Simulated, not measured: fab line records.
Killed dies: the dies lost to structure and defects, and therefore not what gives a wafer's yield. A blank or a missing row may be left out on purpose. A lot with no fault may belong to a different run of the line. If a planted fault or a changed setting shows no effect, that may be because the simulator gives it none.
fab line records | flow n5_finfet
[record] lots = 7 | wafers = 39
route steps=1938 shown GATE_CUT@510 BEOL_M7@1263 BEOL_M11@1540
start_h: the number of hours between the record's first day and the start of the first shown wafer of the lot | wait_h: how many hours have passed since the lot's step before this one | " identical to the entry in the row above | L1.1+2: one row covering several wafers at once | - value missing, or start not given | * or withheld: withheld | < > ~ a bound
route shown NAME@n: NAME is a module with steps in the file, n the number in the route of the first one | usual: the fault-free wafers' mean and standard deviation | same: alike in all rows | chamber/n: place in a boat | sites: per-site readings | _std_site: how widely they spread, as a standard deviation | _edge_site: mean of outer sites minus mean of inner sites | radius_mm: how far each site lies from the wafer's centre | mask NAME#n: copy n | behind: the most recent tool/chamber to have shaped the wafer | hold: cause of the lot's hold/its duration in hours/its outcome | device: transistor that didn't switch, given as n, p or np | end of line: the tests these same wafers got at the end of their route | step lacking rows: just its recipe | killed: the dies lost at the first sort to structure and to defects; this is not the yield of the wafer | map: the dies of a wafer, with x for killed, . for not killed, _ for no die there
set.NAME: the setting as run; set.NAME@STEP: as run at that earlier step | model.NAME: the simulator's own value behind a step, which no gauge read
lots where settings were altered on purpose, with a table for each step and a row for each wafer
[[steps]]
[step N5_GATE_CUT_ALD_22]
[recipe] material = SiNx | target_thk_a = 160 | temp_c = 400 | ald_precursor_family = SiH2I2 | ald_co_reactant = N2/H2-plasma | pulse_time_s = 1 | ald_cycles = 320 | purge_time_s = 2 | co_reactant_purge_time_s = 2 | pressure_torr = 2
lot.wafer    | tool       | chamber | start_h | wait_h | set.ald_cycles | model.SiNx_of_GATE_CUT_ALD_22.thk_nm
L074.1+2+4   | ald_sin-03 | 2,3,1   | 86.24   | 0.0    | 393            | 19.6
L074.3+5+6   | "          | 0,0,3   | "       | "      | 320            | 16
L075.1+3+5   | ald_sin-03 | 3,1,3   | 94.25   | 1.8    | 186            | 9.2
L075.2+4+6   | "          | 0,2,2   | "       | "      | 320            | 16
L077.1+5+6   | ald_sin-01 | 0,3,0   | 103.15  | 0.0    | 466            | 23.4
L077.2+4     | "          | 3,2     | "       | "      | 320            | 16
L077.3       | "          | 1       | "       | "      | 320            | 16.2
L078.1+2+6   | ald_sin-01 | 0,2,3   | 109.66  | 0.0    | 134            | 6.6
L078.3+5     | "          | 3,0     | "       | "      | 320            | 16
L078.4       | "          | 1       | "       | "      | 320            | 15.8
L079.2+5+6   | ald_sin-02 | 1,0,3   | 114.74  | 0.0    | 320            | 16
L089.1+4     | ald_sin-02 | 3,0     | 175.27  | 0.0    | 320            | 16.2
L089.2+3+5+6 | "          | 2,1,3,0 | "       | "      | 320            | 16
L097.1+4+6   | ald_sin-02 | 2,1,1   | 226.26  | 0.0    | 320            | 16
L097.2+3+5   | "          | 3,0,2   | "       | "      | 446            | 22.4
[step N5_GATE_CUT_CMP_23]
[recipe] stop_on = SiO2 | t_overpolish_s = 23.4 | post_cmp_clean = alkaline_brush | down_force_psi = 2.5 | platen_rpm = 51.8 | pad_velocity_m_s = 1.0307 | target_thk_nm = 16
[usual] time_to_endpoint_s = 19.7/2.1
lot.wafer | tool   | chamber | start_h | wait_h | set.ald_cycles@GATE_CUT_ALD_22 | time_to_endpoint_s | model.SiNx_of_GATE_CUT_ALD_22.thk_nm
L074.1    | cmp-01 | 3       | 87.73   | 0.8    | 393                            | 21.8               | 17
L074.2    | "      | 0       | "       | "      | 393                            | 23.5               | 15.4
L074.3    | "      | 1       | "       | "      | 320                            | 17.2               | 16
L074.4    | "      | 2       | "       | "      | 393                            | 22.3               | 15.4
L074.6    | "      | 3       | "       | "      | 320                            | 18.3               | 16
L074.5    | "      | 0       | "       | "      | 320                            | 17.4               | 16
L075.1    | cmp-01 | 1       | 95.74   | 0.8    | 186                            | 13.4               | 9.2
L075.4    | "      | 2       | "       | "      | 320                            | 17.0               | 16
L075.3    | "      | 3       | "       | "      | 186                            | 13.7               | 9.2
L075.2    | "      | 0       | "       | "      | 320                            | 18.9               | 16
L075.6    | "      | 1       | "       | "      | 320                            | 21.6               | 16
L075.5    | "      | 2       | "       | "      | 186                            | 9.0                | 9.2
L077.4    | cmp-01 | 1       | 104.82  | 0.9    | 320                            | 19.6               | 16
L077.1    | "      | 2       | "       | "      | 466                            | 25.9               | 14.2
L077.3    | "      | 3       | "       | "      | 320                            | 18.3               | 16.2
L077.2    | "      | 0       | "       | "      | 320                            | 18.0               | 16
L077.5    | "      | 1       | "       | "      | 466                            | 30.0               | 16.2
L077.6    | "      | 2       | "       | "      | 466                            | 25.2               | 15.8
L078.4    | cmp-03 | 2       | 111.15  | 0.8    | 320                            | 19.7               | 15.8
L078.2    | "      | 3       | "       | "      | 134                            | 8.0                | 6.6
L078.1    | "      | 0       | "       | "      | 134                            | 10.9               | 6.6
L078.3    | "      | 1       | "       | "      | 320                            | 19.0               | 16
L078.6    | "      | 2       | "       | "      | 134                            | 4.5                | 6.6
L078.5    | "      | 3       | "       | "      | 320                            | 20.4               | 16
L079.2    | cmp-02 | 1       | 116.30  | 0.8    | 320                            | 19.4               | 16
L079.6    | "      | 3       | "       | "      | 320                            | 19.7               | 16
L079.5    | "      | 0       | "       | "      | 320                            | 18.0               | 16
L089.1    | cmp-01 | 2       | 176.76  | 0.8    | 320                            | 18.5               | 16.2
L089.2    | "      | 3       | "       | "      | 320                            | 19.9               | 16
L089.4    | "      | 0       | "       | "      | 320                            | 20.7               | 16.2
L089.3    | "      | 1       | "       | "      | 320                            | 19.4               | 16
L089.6    | "      | 2       | "       | "      | 320                            | 19.5               | 16
L089.5    | "      | 3       | "       | "      | 320                            | 18.6               | 16
L097.3    | cmp-02 | 3       | 227.75  | 0.8    | 446                            | 31.9               | 17
L097.4    | "      | 0       | "       | "      | 320                            | 16.8               | 16
L097.2    | "      | 1       | "       | "      | 446                            | 29.9               | 17.4
L097.1    | "      | 2       | "       | "      | 320                            | 23.4               | 16
L097.6    | "      | 3       | "       | "      | 320                            | 19.6               | 16
L097.5    | "      | 0       | "       | "      | 446                            | 26.8               | 17.6
[step N5_BEOL_M7_ILD_DEP_00]
[recipe] material = SiCOH_lowk | target_thk_a = 1797.5 | temp_c = 300 | precursor = DEMS/porogen | pressure_torr = 5 | rf_w = 500 | time_s = 33.4
lot.wafer | tool     | chamber | start_h | wait_h | set.time_s | model.SiCOH_lowk_of_BEOL_M7_ILD_DEP_00.thk_nm
L077.1    | pecvd-01 | 1       | 197.25  | 0.0    | 41.26      | 217.2
L077.2    | "        | 0       | "       | "      | 33.4       | 177.2
L077.3    | "        | 0       | "       | "      | 33.4       | 180.6
L077.4    | "        | 1       | "       | "      | 41.26      | 219.6
L077.5    | "        | 1       | "       | "      | 33.4       | 179.8
L077.6    | "        | 0       | "       | "      | 41.26      | 223.8
L075.1    | pecvd-02 | 2       | 197.49  | 0.0    | 33.4       | 177.2
L075.2    | "        | 1       | "       | "      | 33.4       | 177.8
L075.3    | "        | 0       | "       | "      | 50.87      | 267.8
L075.4    | "        | 2       | "       | "      | 50.87      | 273.6
L075.5    | "        | 0       | "       | "      | 50.87      | 271.8
L075.6    | "        | 1       | "       | "      | 33.4       | 181.2
L074.1    | pecvd-01 | 2       | 197.60  | 0.0    | 33.4       | 178.2
L074.2    | "        | 0       | "       | "      | 33.4       | 177.6
L074.3    | "        | 1       | "       | "      | 33.4       | 176.6
L074.4    | "        | 1       | "       | "      | 33.4       | 180.6
L074.5    | "        | 0       | "       | "      | 33.4       | 180.4
L074.6    | "        | 2       | "       | "      | 33.4       | 181.6
L078.1    | pecvd-02 | 1       | 212.53  | 0.0    | 44.22      | 233.2
L078.2    | "        | 0       | "       | "      | 44.22      | 234.6
L078.3    | "        | 1       | "       | "      | 33.4       | 179
L078.4    | "        | 0       | "       | "      | 33.4       | 180.4
L078.5    | "        | 0       | "       | "      | 44.22      | 236.8
L078.6    | "        | 1       | "       | "      | 33.4       | 180.6
L079.2    | pecvd-01 | 0       | 218.19  | 0.0    | 33.4       | 176.4
L079.5    | "        | 2       | "       | "      | 33.4       | 179.8
L079.6    | "        | 1       | "       | "      | 33.4       | 179.4
L089.1    | pecvd-03 | 2       | 277.60  | 0.0    | 33.4       | 179.4
L089.2    | "        | 0       | "       | "      | 33.4       | 178
L089.3    | "        | 0       | "       | "      | 42.39      | 227.6
L089.4    | "        | 2       | "       | "      | 33.4       | 181.6
L089.5    | "        | 0       | "       | "      | 42.39      | 226.8
L089.6    | "        | 2       | "       | "      | 42.39      | 228.4
L097.1    | pecvd-03 | 2       | 332.48  | 0.0    | 33.4       | 177.2
L097.2    | "        | 1       | "       | "      | 33.4       | 177.6
L097.3    | "        | 0       | "       | "      | 33.4       | 179
L097.4    | "        | 0       | "       | "      | 33.4       | 180.4
L097.5    | "        | 1       | "       | "      | 33.4       | 179.8
L097.6    | "        | 2       | "       | "      | 33.4       | 180.6
[step N5_BEOL_M7_CURE_74]
[recipe] temp_c = 385 | time_s = 240 | ambient = He/Ar | material = SiCOH_lowk
lot.wafer | tool       | chamber | start_h | wait_h | set.time_s@BEOL_M7_ILD_DEP_00 | model.SiCOH_lowk_of_BEOL_M7_ILD_DEP_00.thk_nm
L077.1    | uv_cure-02 | 2       | 197.34  | 0.1    | 41.26                         | 187.8
L077.2    | "          | 2       | "       | "      | 33.4                          | 152.8
L077.3    | "          | 2       | "       | "      | 33.4                          | 155.8
L077.4    | "          | 2       | "       | "      | 41.26                         | 189.8
L077.5    | "          | 2       | "       | "      | 33.4                          | 155
L077.6    | "          | 2       | "       | "      | 41.26                         | 193.4
L075.1    | uv_cure-03 | 1       | 197.55  | 0.0    | 33.4                          | 152.8
L075.2    | "          | 1       | "       | "      | 33.4                          | 153.4
L075.3    | "          | 1       | "       | "      | 50.87                         | 232
L075.4    | "          | 1       | "       | "      | 50.87                         | 237.2
L075.5    | "          | 1       | "       | "      | 50.87                         | 235.6
L075.6    | "          | 1       | "       | "      | 33.4                          | 156.2
L074.1    | uv_cure-01 | 2       | 197.66  | 0.0    | 33.4                          | 153.8
L074.2    | "          | 2       | "       | "      | 33.4                          | 153.2
L074.3    | "          | 2       | "       | "      | 33.4                          | 152.2
L074.4    | "          | 2       | "       | "      | 33.4                          | 155.8
L074.5    | "          | 2       | "       | "      | 33.4                          | 155.6
L074.6    | "          | 2       | "       | "      | 33.4                          | 156.6
L078.1    | uv_cure-02 | 0       | 212.62  | 0.1    | 44.22                         | 201.6
L078.2    | "          | 0       | "       | "      | 44.22                         | 202.8
L078.3    | "          | 0       | "       | "      | 33.4                          | 154.4
L078.4+6  | "          | 0       | "       | "      | 33.4                          | 155.6
L078.5    | "          | 0       | "       | "      | 44.22                         | 204.8
L079.2    | uv_cure-02 | 1       | 218.33  | 0.1    | 33.4                          | 152
L079.5    | "          | 1       | "       | "      | 33.4                          | 155
L079.6    | "          | 1       | "       | "      | 33.4                          | 154.8
L089.1    | uv_cure-01 | 2       | 277.91  | 0.3    | 33.4                          | 154.6
L089.2    | "          | 2       | "       | "      | 33.4                          | 153.4
L089.3    | "          | 2       | "       | "      | 42.39                         | 196.8
L089.4    | "          | 2       | "       | "      | 33.4                          | 156.6
L089.5    | "          | 2       | "       | "      | 42.39                         | 196.2
L089.6    | "          | 2       | "       | "      | 42.39                         | 197.4
L097.1    | uv_cure-02 | 2       | 332.55  | 0.0    | 33.4                          | 152.8
L097.2    | "          | 2       | "       | "      | 33.4                          | 153.2
L097.3    | "          | 2       | "       | "      | 33.4                          | 154.2
L097.4    | "          | 2       | "       | "      | 33.4                          | 155.6
L097.5    | "          | 2       | "       | "      | 33.4                          | 155
L097.6    | "          | 2       | "       | "      | 33.4                          | 155.8
[step N5_BEOL_M7_THK_MEAS_01]
[recipe] reads = SiCOH_lowk_of_BEOL_M7_ILD_DEP_00
[usual] M7_ILD_THK = 154.8/1.9
lot.wafer | tool          | chamber | start_h | wait_h | set.time_s@BEOL_M7_ILD_DEP_00 | M7_ILD_THK[nm]
L077.1    | film_metro-02 | -       | 197.85  | 0.4    | 41.26                         | 187.7
L077.2    | "             | -       | "       | "      | 33.4                          | 152.9
L077.3    | "             | -       | "       | "      | 33.4                          | 155.6
L077.4    | "             | -       | "       | "      | 41.26                         | 189.8
L077.5    | "             | -       | "       | "      | 33.4                          | 155.0
L077.6    | "             | -       | "       | "      | 41.26                         | 193.5
L075.1    | film_metro-01 | -       | 198.06  | 0.4    | 33.4                          | 152.8
L075.2    | "             | -       | "       | "      | 33.4                          | 153.3
L075.3    | "             | -       | "       | "      | 50.87                         | 232.1
L075.4    | "             | -       | "       | "      | 50.87                         | 237.1
L075.5    | "             | -       | "       | "      | 50.87                         | 235.7
L075.6    | "             | -       | "       | "      | 33.4                          | 156.4
L074.1    | film_metro-01 | -       | 198.17  | 0.4    | 33.4                          | 153.9
L074.2    | "             | -       | "       | "      | 33.4                          | 153.1
L074.3    | "             | -       | "       | "      | 33.4                          | 152.4
L074.4    | "             | -       | "       | "      | 33.4                          | 155.9
L074.5    | "             | -       | "       | "      | 33.4                          | 155.7
L074.6    | "             | -       | "       | "      | 33.4                          | 156.5
L078.1    | film_metro-01 | -       | 213.13  | 0.4    | 44.22                         | 201.7
L078.2    | "             | -       | "       | "      | 44.22                         | 202.8
L078.3    | "             | -       | "       | "      | 33.4                          | 154.3
L078.4    | "             | -       | "       | "      | 33.4                          | 155.5
L078.5    | "             | -       | "       | "      | 44.22                         | 204.7
L078.6    | "             | -       | "       | "      | 33.4                          | 155.7
L079.2    | film_metro-01 | -       | 218.76  | 0.4    | 33.4                          | 151.9
L079.5    | "             | -       | "       | "      | 33.4                          | 154.9
L079.6    | "             | -       | "       | "      | 33.4                          | 154.7
L089.1    | film_metro-01 | -       | 278.42  | 0.4    | 33.4                          | 154.8
L089.2    | "             | -       | "       | "      | 33.4                          | 153.5
L089.3    | "             | -       | "       | "      | 42.39                         | 196.8
L089.4    | "             | -       | "       | "      | 33.4                          | 156.6
L089.5    | "             | -       | "       | "      | 42.39                         | 196.1
L089.6    | "             | -       | "       | "      | 42.39                         | 197.5
L097.1    | film_metro-02 | -       | 333.06  | 0.4    | 33.4                          | 152.8
L097.2    | "             | -       | "       | "      | 33.4                          | 153.0
L097.3    | "             | -       | "       | "      | 33.4                          | 154.3
L097.4    | "             | -       | "       | "      | 33.4                          | 155.7
L097.5    | "             | -       | "       | "      | 33.4                          | 154.9
L097.6    | "             | -       | "       | "      | 33.4                          | 155.8
[step N5_BEOL_M11_HM_DEP_02]
[recipe] material = TiN | target_thk_a = 200 | temp_c = 25 | chamber_pressure_pa = 0.49996
lot.wafer    | tool           | chamber | start_h | wait_h | set.target_thk_a | model.TiN_of_BEOL_M11_HM_DEP_02.thk_nm
L075.1       | pvd_sputter-01 | -       | 227.98  | 1.2    | 167.6            | 16.8
L075.2+5     | "              | -       | "       | "      | 200              | 20
L075.3+4     | "              | -       | "       | "      | 167.6            | 16.6
L075.6       | "              | -       | "       | "      | 200              | 19.8
L077.1+4+5   | pvd_sputter-01 | -       | 228.30  | 0.7    | 85.94            | 8.4
L077.2+3+6   | "              | -       | "       | "      | 200              | 19.8
L074.1       | pvd_sputter-01 | -       | 232.28  | 2.4    | 200              | 19.8
L074.2+6     | "              | -       | "       | "      | 200              | 19.6
L074.3+5     | "              | -       | "       | "      | 306.8            | 30.4
L074.4       | "              | -       | "       | "      | 306.8            | 30.6
L078.1+5+6   | pvd_sputter-02 | -       | 244.75  | 0.8    | 103              | 10.4
L078.2+3+4   | "              | -       | "       | "      | 200              | 20.2
L079.2       | pvd_sputter-01 | -       | 257.22  | 2.8    | 200              | 20
L079.5+6     | "              | -       | "       | "      | 200              | 19.8
L089.1       | pvd_sputter-02 | -       | 308.25  | 1.2    | 247              | 25
L089.2       | "              | -       | "       | "      | 200              | 20.2
L089.3+4     | "              | -       | "       | "      | 200              | 20
L089.5       | "              | -       | "       | "      | 247              | 24.8
L089.6       | "              | -       | "       | "      | 247              | 24.6
L097.1+3+5+6 | pvd_sputter-02 | -       | 365.04  | 0.5    | 200              | 20.4
L097.2+4     | "              | -       | "       | "      | 200              | 20.6
[step N5_BEOL_M11_COAT_59]
[recipe] resist = SOC | temp_c = 250 | time_s = 60 | spin_rpm = 1500 | resist_thk_nm = 100
[step N5_BEOL_M11_COAT_60]
[recipe] resist = SiARC | temp_c = 220 | time_s = 60 | spin_rpm = 1500 | resist_thk_nm = 30
[step N5_BEOL_M11_STRIP_68]
[recipe] chemistry = N2/H2 | temp_c = 40 | n2_flow_sccm = 200 | h2_flow_sccm = 200 | rf_frequency_hz = 6e+07
[step N5_BEOL_M11_STRIP_67]
[recipe] chemistry = CF4 | resist = SiARC | power_w = 300 | bias_power_w = 75 | pressure_mtorr = 50 | cf4_flow_sccm = 150 | rf_frequency_hz = 6e+07
[step N5_BEOL_M11_HM_OPEN_17]
[recipe] chemistry = Cl2/BCl3 | target_depth_a = 200 | overetch_a = 60 | target = TiN | mask_material = SOC | ion_energy_ev = 150 | pressure_mtorr = 10 | icp_w = 1000 | bias_w = 126 | Cl2_flow_sccm = 53.25 | bcl3_flow_sccm = 21.75 | Ar_flow_sccm = 25
lot.wafer | tool         | chamber | start_h | wait_h | set.target_thk_a@BEOL_M11_HM_DEP_02 | model.etch.depth_nm
L075.1    | rie_metal-01 | 1       | 228.84  | 0.0    | 167.6                               | 16.76
L075.2    | "            | 0       | "       | "      | 200                                 | 19.94
L075.3    | "            | 1       | "       | "      | 167.6                               | 16.65
L075.4    | "            | 0       | "       | "      | 167.6                               | 16.66
L075.5    | "            | 1       | "       | "      | 200                                 | 19.91
L075.6    | "            | 0       | "       | "      | 200                                 | 19.82
L077.1    | rie_metal-02 | 1       | 229.16  | 0.0    | 85.94                               | 8.36
L077.2    | "            | 0       | "       | "      | 200                                 | 19.9
L077.3    | "            | 1       | "       | "      | 200                                 | 19.85
L077.4    | "            | 0       | "       | "      | 85.94                               | 8.38
L077.5    | "            | 1       | "       | "      | 85.94                               | 8.315
L077.6    | "            | 0       | "       | "      | 200                                 | 19.87
L074.1    | rie_metal-03 | 0       | 233.78  | 0.0    | 200                                 | 19.71
L074.2    | "            | 1       | "       | "      | 200                                 | 19.57
L074.3    | "            | 1       | "       | "      | 306.8                               | 25.75
L074.4    | "            | 0       | "       | "      | 306.8                               | 25.81
L074.5    | "            | 0       | "       | "      | 306.8                               | 25.88
L074.6    | "            | 1       | "       | "      | 200                                 | 19.55
L078.1    | rie_metal-03 | 1       | 245.66  | 0.0    | 103                                 | 10.35
L078.2    | "            | 0       | "       | "      | 200                                 | 20.21
L078.3    | "            | 0       | "       | "      | 200                                 | 20.25
L078.4    | "            | 1       | "       | "      | 200                                 | 20.12
L078.5    | "            | 0       | "       | "      | 103                                 | 10.42
L078.6    | "            | 1       | "       | "      | 103                                 | 10.3
L079.2    | rie_metal-01 | 0       | 258.17  | 0.0    | 200                                 | 19.91
L079.5    | "            | 1       | "       | "      | 200                                 | 19.89
L079.6    | "            | 0       | "       | "      | 200                                 | 19.8
L089.1    | rie_metal-02 | 0       | 309.11  | 0.0    | 247                                 | 24.91
L089.2    | "            | 1       | "       | "      | 200                                 | 20.15
L089.3    | "            | 1       | "       | "      | 200                                 | 20.02
L089.4    | "            | 0       | "       | "      | 200                                 | 20.03
L089.5    | "            | 1       | "       | "      | 247                                 | 24.87
L089.6    | "            | 0       | "       | "      | 247                                 | 24.65
L097.1    | rie_metal-03 | 0       | 365.99  | 0.0    | 200                                 | 20.35
L097.2    | "            | 1       | "       | "      | 200                                 | 20.56
L097.3    | "            | 1       | "       | "      | 200                                 | 20.36
L097.4    | "            | 0       | "       | "      | 200                                 | 20.6
L097.5    | "            | 1       | "       | "      | 200                                 | 20.32
L097.6    | "            | 0       | "       | "      | 200                                 | 20.37
[step N5_BEOL_M11_STRIP_19]
[recipe] chemistry = O2 | power_w = 400 | temp_c = 40 | pressure_mtorr = 30 | rf_frequency_hz = 6e+07 | bias_power_w = 0 | overash_fraction = 0.2 | o2_flow_sccm = 225
[step N5_BEOL_M11_ETCH_41]
[recipe] chemistry = CH3F/O2 | target = SiCN | target_depth_a = 426 | taper_deg = 2 | time_s = 86 | ion_energy_ev = 120 | mask_material = TiN | pressure_mtorr = 30 | source_w = 395 | bias_w = 75 | Ar_flow_sccm = 150 | CH3F_flow_sccm = 30 | O2_flow_sccm = 20
[step N5_BEOL_M11_STRIP_77]
[recipe] chemistry = N2/H2 | time_s = 10 | power_w = 450 | temp_c = 40 | pressure_mtorr = 20 | rf_frequency_hz = 6e+07 | bias_power_w = 7 | n2_flow_sccm = 200 | h2_flow_sccm = 200
[step N5_BEOL_M11_OCD_MEAS_38]
[usual] trench_depth_nm = 148.6/2.3
lot.wafer | tool   | chamber | start_h | wait_h | set.target_thk_a@BEOL_M11_HM_DEP_02 | trench_depth_nm
L075.1    | ocd-02 | -       | 232.72  | -      | 167.6                               | 152.2
L075.2    | "      | -       | "       | "      | 200                                 | 145.1
L075.3    | "      | -       | "       | "      | 167.6                               | 149.5
L075.4    | "      | -       | "       | "      | 167.6                               | 145.4
L075.5    | "      | -       | "       | "      | 200                                 | 150.3
L075.6    | "      | -       | "       | "      | 200                                 | 150.3
L077.1    | ocd-02 | -       | 232.95  | -      | 85.94                               | 146.3
L077.2    | "      | -       | "       | "      | 200                                 | 147.1
L077.3    | "      | -       | "       | "      | 200                                 | 147.5
L077.4    | "      | -       | "       | "      | 85.94                               | 145.0
L077.5    | "      | -       | "       | "      | 85.94                               | 147.5
L077.6    | "      | -       | "       | "      | 200                                 | 148.0
L074.1    | ocd-02 | -       | 234.91  | -      | 200                                 | 146.1
L074.2    | "      | -       | "       | "      | 200                                 | 147.4
L074.3    | "      | -       | "       | "      | 306.8                               | 2.6
L074.4    | "      | -       | "       | "      | 306.8                               | 1.9
L074.5    | "      | -       | "       | "      | 306.8                               | 3.5
L074.6    | "      | -       | "       | "      | 200                                 | 146.8
L078.1    | ocd-01 | -       | 249.89  | -      | 103                                 | 150.3
L078.2    | "      | -       | "       | "      | 200                                 | 149.3
L078.3    | "      | -       | "       | "      | 200                                 | 145.6
L078.4    | "      | -       | "       | "      | 200                                 | 151.7
L078.5    | "      | -       | "       | "      | 103                                 | 150.5
L078.6    | "      | -       | "       | "      | 103                                 | 151.3
L079.2    | ocd-01 | -       | 261.40  | -      | 200                                 | 147.1
L079.5    | "      | -       | "       | "      | 200                                 | 150.2
L079.6    | "      | -       | "       | "      | 200                                 | 150.2
L089.1    | ocd-02 | -       | 311.33  | -      | 247                                 | 150.2
L089.2    | "      | -       | "       | "      | 200                                 | 148.1
L089.3    | "      | -       | "       | "      | 200                                 | 150.7
L089.4    | "      | -       | "       | "      | 200                                 | 152.2
L089.5    | "      | -       | "       | "      | 247                                 | 150.0
L089.6    | "      | -       | "       | "      | 247                                 | 148.3
L097.1    | ocd-02 | -       | 367.32  | -      | 200                                 | 153.4
L097.2    | "      | -       | "       | "      | 200                                 | 149.6
L097.3    | "      | -       | "       | "      | 200                                 | 149.6
L097.4    | "      | -       | "       | "      | 200                                 | 148.2
L097.5    | "      | -       | "       | "      | 200                                 | 147.9
L097.6    | "      | -       | "       | "      | 200                                 | 150.0
[[key]]
[split] step = N5_GATE_CUT_ALD_22 | setting = ald_cycles | stated = 320 | by = wafer
[response] step = N5_GATE_CUT_ALD_22 | reading = model.SiNx_of_GATE_CUT_ALD_22.thk_nm | change = +0.161 | per = 1% | r = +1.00
[response] step = N5_GATE_CUT_CMP_23 | reading = time_to_endpoint_s | change = * | per = 1% | r = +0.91
[response] step = N5_GATE_CUT_CMP_23 | reading = model.SiNx_of_GATE_CUT_ALD_22.thk_nm | shape = bent | at_lowest = 6.6 | at_stated = 16.02 | at_highest = 15.4
[split] step = N5_BEOL_M7_ILD_DEP_00 | setting = time_s | stated = 33.4 | by = wafer
[response] step = N5_BEOL_M7_ILD_DEP_00 | reading = model.SiCOH_lowk_of_BEOL_M7_ILD_DEP_00.thk_nm | change = +1.75 | per = 1% | r = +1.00
[response] step = N5_BEOL_M7_CURE_74 | reading = model.SiCOH_lowk_of_BEOL_M7_ILD_DEP_00.thk_nm | change = +1.53 | per = 1% | r = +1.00
[response] step = N5_BEOL_M7_THK_MEAS_01 | reading = M7_ILD_THK | change = +1.53 | per = 1% | r = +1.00
[split] step = N5_BEOL_M11_HM_DEP_02 | setting = target_thk_a | stated = 200 | by = wafer
[response] step = N5_BEOL_M11_HM_DEP_02 | reading = model.TiN_of_BEOL_M11_HM_DEP_02.thk_nm | change = +0.201 | per = 1% | r = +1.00
[response] step = N5_BEOL_M11_HM_OPEN_17 | reading = model.etch.depth_nm | change = +0.176 | per = 1% | r = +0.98
[response] step = N5_BEOL_M11_OCD_MEAS_38 | reading = trench_depth_nm | shape = bent | at_lowest = 146.3 | at_stated = 148.8 | at_highest = 2.7
